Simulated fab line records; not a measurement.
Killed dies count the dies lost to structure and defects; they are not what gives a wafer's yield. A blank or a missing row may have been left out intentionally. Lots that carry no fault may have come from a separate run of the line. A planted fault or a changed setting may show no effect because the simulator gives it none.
fab line records    flow n5-finfet
[record] lots = 7  wafers = 21  last-day = 16
route steps=1938 shown TV_OPEN@1889 PAD_METAL@1893 PASSIVATION@1897
lots untouched by any fault: they come from a run of this same line in which no faults occurred
start-h: hours from the record's first day to the start of the lot's first wafer shown    wait-h: time in hours since the lot's previous step    " as in the row above    L1.1+2: several wafers, shown together as one row    - no value present, or no start provided    * or withheld: withheld    < > ~ a bound
route shown NAME@n: a module of which the file shows steps, and the number in the route of the first    usual: mean/standard deviation of fault-free wafers    same: alike in all rows    chamber/n: place in a boat    sites: the reading at each site    _std_site: the values' standard deviation    _edge_site: the outer-site mean with the inner-site mean subtracted    radius-mm: for every site, how far away it sits from the centre of the wafer    mask NAME#n: copy n    behind: the tool/chamber that last shaped the wafer    hold: reason for holding the lot/hours on hold/outcome of the hold    device: the n, p or np transistor that did not switch    end of line: at the end of the route, the tests of the same wafers    a step with no rows: only its recipe    killed: dies lost to structure and defects at the first sort, not the wafer's yield    map: the dies of a wafer, with x for killed, . for not killed, _ for no die there
set.NAME: the setting that was run; set.NAME@STEP: the one run at that earlier step    model.NAME: the simulator's own value behind a step, which no gauge read
lots at selected steps of the route; one table per step, one row per wafer
services: when a tool's chamber went out of use (start-h, in hours from the record's first day, below 0 if earlier), for how many hours, and the reason
[[steps]]
[step N5_PASSIVATION_STRIP_14]
[recipe] chemistry = O2  power-w = 600  temp-c = 60  pressure-mtorr = 30  rf-frequency-hz = 6e+07  bias-power-w = 0  overash-fraction = 0.5  o2-flow-sccm = 225
[usual] drypump-motor-current-A = 5.7/0.38  o2-flow-sccm = 225.0/0.68  oes-product-au = 0.80/0.065  rf-vpp-V = 3.8/0.85  showerhead-plenum-p-Torr = 2.12/0.047  throttle-valve-pct = 16.57/0.23
lot.wafer  tool         chamber  start-h  wait-h  drypump-motor-current-A  o2-flow-sccm  oes-product-au  rf-hours-counter-h  rf-vpp-V  showerhead-plenum-p-Torr  throttle-valve-pct
L852.1     rie-diel-04  3        270.86   0.1     6.1                      224.7         0.77            140                 3.9       2.12                      16.40
L852.4     "            1        "        "       4.9                      225.8         0.71            195                 3.3       2.15                      16.45
L852.5     "            0        "        "       5.5                      225.2         0.73            -                   3.6       2.14                      16.63
L858.1     rie-diel-05  2        307.62   0.1     5.7                      224.2         0.87            58                  4.7       2.11                      16.38
L858.4     "            2        "        "       5.6                      225.7         0.85            -                   4.0       2.11                      16.36
L858.5     "            3        "        "       5.8                      224.4         0.84            -                   3.5       2.12                      16.03
L861.1     rie-diel-05  1        319.33   0.1     5.6                      225.1         0.82            84                  3.6       2.12                      16.59
L861.4     "            2        "        "       5.7                      224.3         0.86            63                  3.3       2.11                      16.39
L861.5     "            0        "        "       5.0                      224.9         0.67            -                   4.9       2.16                      16.66
L860.2     rie-diel-01  3        323.30   0.1     6.2                      224.9         0.86            45                  3.5       2.05                      16.37
L860.4     "            2        "        "       5.8                      224.5         0.84            78                  4.5       2.07                      16.99
L860.5     "            3        "        "       6.2                      225.0         0.83            -                   3.5       2.05                      16.30
L867.2     rie-diel-01  1        366.66   0.1     5.7                      225.4         0.80            118                 4.6       2.21                      16.78
L867.4     "            3        "        "       6.2                      225.4         0.84            59                  3.9       2.04                      16.35
L867.6     "            1        "        "       5.7                      225.7         0.79            -                   3.9       2.21                      16.78
L868.1     rie-diel-01  2        367.32   0.1     5.8                      225.5         0.82            92                  4.3       2.06                      17.04
L868.3     "            0        "        "       5.6                      226.1         0.84            40                  5.1       2.04                      16.44
L868.6     "            0        "        "       5.6                      226.7         0.84            -                   5.6       2.04                      16.40
L870.1     rie-diel-04  3        374.68   0.1     6.1                      225.2         0.78            171                 2.3       2.11                      16.49
L870.3     "            0        "        "       5.4                      225.3         0.70            234                 2.6       2.13                      16.73
L870.5     "            1        "        "       4.9                      223.2         0.70            -                   3.1       2.14                      16.50
[step N5_PASSIVATION_ETCH_15]
[recipe] chemistry = CF4/N2  target = SiCN  target-depth-a = 750  taper-deg = 2  time-s = 81.2  ion-energy-ev = 150  mask-material = SiNx  pressure-mtorr = 40  source-w = 430  bias-w = 70  Ar_flow_sccm = 100  cf4-flow-sccm = 60  n2-flow-sccm = 60
[step N5_PASSIVATION_STRIP_73]
[recipe] chemistry = post-etch-residue-remover  time-s = 60  temp-c = 25  remover-ph = withheld  remover-water-wt-pct = withheld  remover-fluoride-wt-pct = withheld
[step N5_PASSIVATION_SRD_17]
[recipe] time-s = 30  temp-c = 23  rinse-liquid = diw  dry = n2-spin  spin-rpm = 1500  dry-time-s = 30
[step N5_PASSIVATION_DEGAS_18]
[recipe] ambient = vacuum  temp-c = 300  time-s = 60
[usual] heater-power-w = 464/23
lot.wafer  tool            chamber  start-h  wait-h  heater-power-w
L852.1     pvd-sputter-01  -        271.09   0.0     445
L852.4     "               -        "        "       450
L852.5     "               -        "        "       457
L858.1     pvd-sputter-01  -        308.43   0.6     467
L858.4     "               -        "        "       478
L858.5     "               -        "        "       478
L861.1     pvd-sputter-03  -        320.00   0.5     445
L861.4     "               -        "        "       474
L861.5     "               -        "        "       417
L860.2     pvd-sputter-03  -        324.25   0.8     488
L860.4     "               -        "        "       478
L860.5     "               -        "        "       498
L867.2     pvd-sputter-03  -        368.14   1.3     438
L867.4     "               -        "        "       455
L867.6     "               -        "        "       498
L868.1     pvd-sputter-03  -        368.48   1.0     486
L868.3     "               -        "        "       444
L868.6     "               -        "        "       461
L870.1     pvd-sputter-03  -        375.33   0.5     453
L870.3     "               -        "        "       491
L870.5     "               -        "        "       434
[step N5_PASSIVATION_PRE_CLEAN_19]
[recipe] gas = H2/He  time-s = *  temp-c = *
[usual] heater-power-w = 466/23
lot.wafer  tool            chamber  start-h  wait-h  heater-power-w
L852.1     pvd-sputter-01  -        271.13   0.0     446
L852.4     "               -        "        "       454
L852.5     "               -        "        "       449
L858.1     pvd-sputter-01  -        308.47   0.0     454
L858.4     "               -        "        "       469
L858.5     "               -        "        "       471
L861.1     pvd-sputter-03  -        320.05   0.0     443
L861.4     "               -        "        "       458
L861.5     "               -        "        "       441
L860.2     pvd-sputter-03  -        324.30   0.0     496
L860.4     "               -        "        "       484
L860.5     "               -        "        "       491
L867.2     pvd-sputter-03  -        368.18   0.0     432
L867.4     "               -        "        "       468
L867.6     "               -        "        "       518
L868.1     pvd-sputter-03  -        368.52   0.0     492
L868.3     "               -        "        "       443
L868.6     "               -        "        "       470
L870.1     pvd-sputter-03  -        375.37   0.0     460
L870.3     "               -        "        "       504
L870.5     "               -        "        "       434
[step N5_PASSIVATION_SPUTTER_20]
[recipe] material = TaN  target-thk-a = 500  temp-c = 25  chamber-pressure-pa = 0.4
[usual] throttle-valve-pct = 29.8/0.77
lot.wafer  tool            chamber  start-h  wait-h  throttle-valve-pct
L852.1     pvd-sputter-01  -        271.17   0.0     28.6
L852.4     "               -        "        "       29.6
L852.5     "               -        "        "       29.5
L858.1     pvd-sputter-01  -        308.51   0.0     29.3
L858.4     "               -        "        "       29.7
L858.5     "               -        "        "       29.9
L861.1     pvd-sputter-03  -        320.09   0.0     29.4
L861.4     "               -        "        "       30.5
L861.5     "               -        "        "       29.4
L860.2     pvd-sputter-03  -        324.34   0.0     31.0
L860.4     "               -        "        "       30.2
L860.5     "               -        "        "       31.3
L867.2     pvd-sputter-03  -        368.22   0.0     29.2
L867.4     "               -        "        "       30.6
L867.6     "               -        "        "       31.0
L868.1     pvd-sputter-03  -        368.56   0.0     30.1
L868.3     "               -        "        "       29.3
L868.6     "               -        "        "       30.4
L870.1     pvd-sputter-03  -        375.41   0.0     30.5
L870.3     "               -        "        "       31.1
L870.5     "               -        "        "       29.1
[step N5_PASSIVATION_AL_DEP_21]
[recipe] material = Al  target-thk-a = 28000  temp-c = 400  time-s = 170  power-w = 30000  chamber-pressure-pa = 0.4  gas = Ar
[usual] cathode-dc-power-W = 30000/5.5  throttle-valve-pct = 29.8/0.76
lot.wafer  tool            chamber  start-h  wait-h  cathode-dc-power-W  throttle-valve-pct
L852.1     pvd-sputter-01  -        271.27   0.1     29995               28.8
L852.4     "               -        "        "       29994               29.6
L852.5     "               -        "        "       29996               29.7
L858.1     pvd-sputter-01  -        308.61   0.1     30002               29.3
L858.4     "               -        "        "       30002               29.5
L858.5     "               -        "        "       29997               29.4
L861.1     pvd-sputter-03  -        320.20   0.1     29992               29.2
L861.4     "               -        "        "       30003               30.4
L861.5     "               -        "        "       30004               29.6
L860.2     pvd-sputter-03  -        324.46   0.1     30002               31.0
L860.4     "               -        "        "       30005               30.2
L860.5     "               -        "        "       30003               31.1
L867.2     pvd-sputter-03  -        368.32   0.1     29993               29.5
L867.4     "               -        "        "       29997               30.4
L867.6     "               -        "        "       30001               31.1
L868.1     pvd-sputter-03  -        368.66   0.1     29988               30.2
L868.3     "               -        "        "       30002               29.4
L868.6     "               -        "        "       29990               30.4
L870.1     pvd-sputter-03  -        375.51   0.1     30003               30.4
L870.3     "               -        "        "       29999               31.3
L870.5     "               -        "        "       30002               29.0
[step N5_PASSIVATION_HMDS_23]
[recipe] time-s = 60  temp-c = 120
[step N5_PASSIVATION_COAT_24]
[recipe] spin-rpm = 3000  resist-thk-nm = withheld
[step N5_PASSIVATION_EBR_26]
[recipe] solvent = PGMEA  ebr-width-mm = 1.5
[step N5_PASSIVATION_SOFTBAKE_25]
[recipe] temp-c = 100  time-s = 90
[step N5_PASSIVATION_EXPOSE_27]
[recipe] mask-id = PAD  na = 0.55  source-shape = conventional  sigma-outer = 0.8  polarization = unpolarized  defocus-nm = 0  dose-mj = 32.3
[usual] exposure-dose-mJ-cm2 = 32.296/0.029
lot.wafer  tool            chamber  start-h  wait-h  mask   exposure-dose-mJ-cm2
L852.1     krf-scanner-01  0        271.56   -       PAD#0  32.282
L852.4     "               0        "        "       PAD#0  32.240
L852.5     "               0        "        "       PAD#0  32.301
L858.1     krf-scanner-01  0        309.03   -       PAD#0  27.528
L858.4     "               0        "        "       PAD#0  27.486
L858.5     "               0        "        "       PAD#0  27.538
L861.1     krf-scanner-01  0        320.52   -       PAD#0  27.547
L861.4     "               0        "        "       PAD#0  27.589
L861.5     "               0        "        "       PAD#0  27.537
L860.2     krf-scanner-01  0        324.78   -       PAD#0  27.561
L860.4     "               0        "        "       PAD#0  27.498
L860.5     "               0        "        "       PAD#0  27.520
L867.2     krf-scanner-02  0        368.62   -       PAD#0  32.319
L867.4     "               0        "        "       PAD#0  32.304
L867.6     "               0        "        "       PAD#0  32.301
L868.1     krf-scanner-02  0        368.95   -       PAD#0  32.244
L868.3     "               0        "        "       PAD#0  32.304
L868.6     "               0        "        "       PAD#0  32.285
L870.1     krf-scanner-02  0        375.80   -       PAD#0  32.315
L870.3     "               0        "        "       PAD#0  32.327
L870.5     "               0        "        "       PAD#0  32.331
[step N5_PASSIVATION_PEB_28]
[recipe] peb-temp-c = withheld  peb-time-s = *
[step N5_PASSIVATION_DEVELOP_29]
[recipe] develop-time-s = 60  rinse-liquid = diw  dry = air-spin  dev-temp-c = 21
[step N5_PASSIVATION_HARDBAKE_31]
[recipe] temp-c = 130  time-s = 120
[step N5_PASSIVATION_CD_MEAS_30]
[recipe] target-cd-nm = 4000  landing-energy-ev = 500  detector = se-inlens  polarity = opening
[usual] cd-nm = 4001.2/2.4
lot.wafer  tool       chamber  start-h  wait-h  cd-nm
L852.1     cd-sem-02  0        271.74   -       3998.6
L852.4     "          0        "        "       3999.9
L852.5     "          0        "        "       3999.7
L858.1     cd-sem-03  0        309.20   -       3976.4
L858.4     "          0        "        "       3972.2
L858.5     "          0        "        "       3974.3
L861.1     cd-sem-03  0        320.69   -       3973.5
L861.4     "          0        "        "       3969.3
L861.5     "          0        "        "       3973.5
L860.2     cd-sem-03  0        324.95   -       3967.9
L860.4     "          0        "        "       3969.5
L860.5     "          0        "        "       3969.5
L867.2     cd-sem-03  0        368.79   -       4001.9
L867.4     "          0        "        "       4005.6
L867.6     "          0        "        "       4002.6
L868.1     cd-sem-03  0        369.13   -       3998.4
L868.3     "          0        "        "       3997.8
L868.6     "          0        "        "       4001.6
L870.1     cd-sem-02  0        375.98   -       4002.2
L870.3     "          0        "        "       3997.8
L870.5     "          0        "        "       4001.9
[step N5_PASSIVATION_OVL_MEAS_63]
[recipe] points-per-wafer = 44
[usual] PAD_OVL = 2/5.1
lot.wafer  tool        chamber  start-h  wait-h  PAD_OVL[nm]
L852.1     overlay-01  0        271.77   0.0     2
L852.4     "           0        "        "       1
L852.5     "           0        "        "       2
L858.1     overlay-01  0        309.23   0.0     4
L858.4     "           0        "        "       -2
L858.5     "           0        "        "       0
L861.1     overlay-01  0        320.72   0.0     6
L861.4     "           0        "        "       7
L861.5     "           0        "        "       3
L860.2     overlay-02  0        324.98   0.0     15
L860.4     "           0        "        "       12
L860.5     "           0        "        "       5
L867.2     overlay-02  0        368.82   0.0     4
L867.4     "           0        "        "       1
L867.6     "           0        "        "       3
L868.1     overlay-02  0        369.16   0.0     0
L868.3     "           0        "        "       -2
L868.6     "           0        "        "       2
L870.1     overlay-01  0        376.01   0.0     -1
L870.3     "           0        "        "       -3
L870.5     "           0        "        "       -4
[step N5_PASSIVATION_PROBE_49]
[usual] defect-limited-yield = 91.4/1.4  killed_at_M0_to_M3 = 34/8.9  killed_at_M4_up = 13/4.6  killed-at-contacts = 12/5.5  killed-at-front-end = 41/11  killed-at-other = 3.1/2.9  killed-dies = 102/16  killed-open = 66/11  killed-short = 34/7.6  sort_bin_4_leakage = 0.01/0.14  sort_bin_5_function = 5.1/0.89  sort_bin_6_memory = 3.2/0.61  sort_bin_8_speed = 0.02/0.12  sort-n-pass = 1078/16  sort-yield-pct = 91.3/1.4
[same] gross-dies = 1180  killed-at-back-side = 0
lot.wafer  tool       chamber  start-h  wait-h  defect-limited-yield[%]  killed_at_M0_to_M3  killed_at_M4_up  killed-at-contacts  killed-at-front-end  killed-at-other  killed-dies  killed-open  killed-short  sort_bin_4_leakage[%]  sort_bin_5_function[%]  sort_bin_6_memory[%]  sort_bin_8_speed[%]  sort-n-pass  sort-yield-pct[%]
L858.1     prober-01  -        314.11   0.0     89.7                     45                  21               16                  35                   5                122          79           42            0                      6.4                     3.5                   0                    1058         89.7
L858.4     prober-01  -        314.26   0.2     88.2                     31                  11               28                  63                   6                139          96           35            0                      7.4                     3.6                   0                    1041         88.2
L858.5     prober-01  -        314.31   0.2     90.2                     37                  9                24                  44                   2                116          82           33            0                      6.0                     3.3                   0                    1064         90.2
// killed by level:class
L858.1 MOL_CONTACT_COAG:geometric-particle:open=15 BEOL_M2:geometric-particle:open=11 BEOL_M3:geometric-particle:open=9 BEOL_M0_SAQP:geometric-particle:short=8 STI_FIN_REVEAL:geometric-particle:open=7 BEOL_M0_SAQP:geometric-particle:open=7 STI_FIN_REVEAL:geometric-particle:short=5 BEOL_M4:geometric-particle:open=4
L858.4 MOL_CONTACT_COAG:geometric-particle:open=19 DUMMY_GATE:geometric-particle:open=14 STI_FIN_REVEAL:geometric-particle:open=12 BEOL_M3:geometric-particle:open=10 FIN_SAQP:geometric-particle:open=9 MOL_CONTACT_COAG:geometric-particle:short=9 FIN_SAQP:geometric-particle:short=7 BEOL_M2:geometric-particle:open=7
L858.5 MOL_CONTACT_COAG:geometric-particle:open=19 STI_FIN_REVEAL:geometric-particle:open=12 BEOL_M1:geometric-particle:open=11 BEOL_M3:geometric-particle:open=9 FIN_SAQP:geometric-particle:short=6 DUMMY_GATE:geometric-particle:open=6 GATE_CUT:geometric-particle:short=5 MOL_CONTACT_COAG:geometric-particle:short=5
[[services]]
tool            chamber  start-h  hours  kind
krf-scanner-01  -        264.28   0.6    repair
krf-scanner-01  -        265.92   0.6    repair
rie-diel-05     -        266.35   15.6   pm
krf-scanner-02  -        268.97   0.3    repair
rie-diel-01     2        279.08   5.3    repair
krf-scanner-02  -        280.88   1.3    pm
krf-scanner-02  -        295.38   3.6    pm
krf-scanner-02  -        301.52   0.2    repair
rie-diel-05     0        301.90   5.6    repair
krf-scanner-02  -        312.34   0.8    pm
rie-diel-05     0        319.78   -      clean
rie-diel-05     0        319.78   -      consumable-replace:focus-ring
rie-diel-05     0        319.78   18.1   scheduled-down
rie-diel-05     0        319.78   18.1   vent-cycle
rie-diel-01     3        339.32   3.9    repair
krf-scanner-02  -        343.97   0.4    repair
rie-diel-05     1        352.70   1.2    repair
krf-scanner-02  0        355.57   -      calibration
rie-diel-01     2        358.50   3.5    repair
krf-scanner-01  -        361.09   1.3    pm
pvd-sputter-01  -        366.77   2.1    repair
rie-diel-04     2        368.45   6.1    repair
rie-diel-05     2        370.24   2.6    repair
[[key]]
[first-sign] step = N5_PASSIVATION_EXPOSE_27  reading = exposure-dose-mJ-cm2  direction = down  sigmas = 99+  usual = 32.296  struck = 27.534
[effect] step = N5_PASSIVATION_CD_MEAS_30  reading = cd-nm  direction = down  sigmas = 12  usual = 4001.2  struck = 3971.8
met-at N5_PASSIVATION_EXPOSE_27
struck-wafers L858.1,L858.4,L858.5,L860.2,L860.4,L860.5,L861.1,L861.4,L861.5
onset-between 271.56 309.03
[fault] kind = process-parameter-drift  tool = krf-scanner-01  chamber = -  onset-h = 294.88  steps = N5_PASSIVATION_EXPOSE_27  channel = dose-mj  offset = -4.7601  shape = step  acts-in = these-recipes-only  stated = 32.3
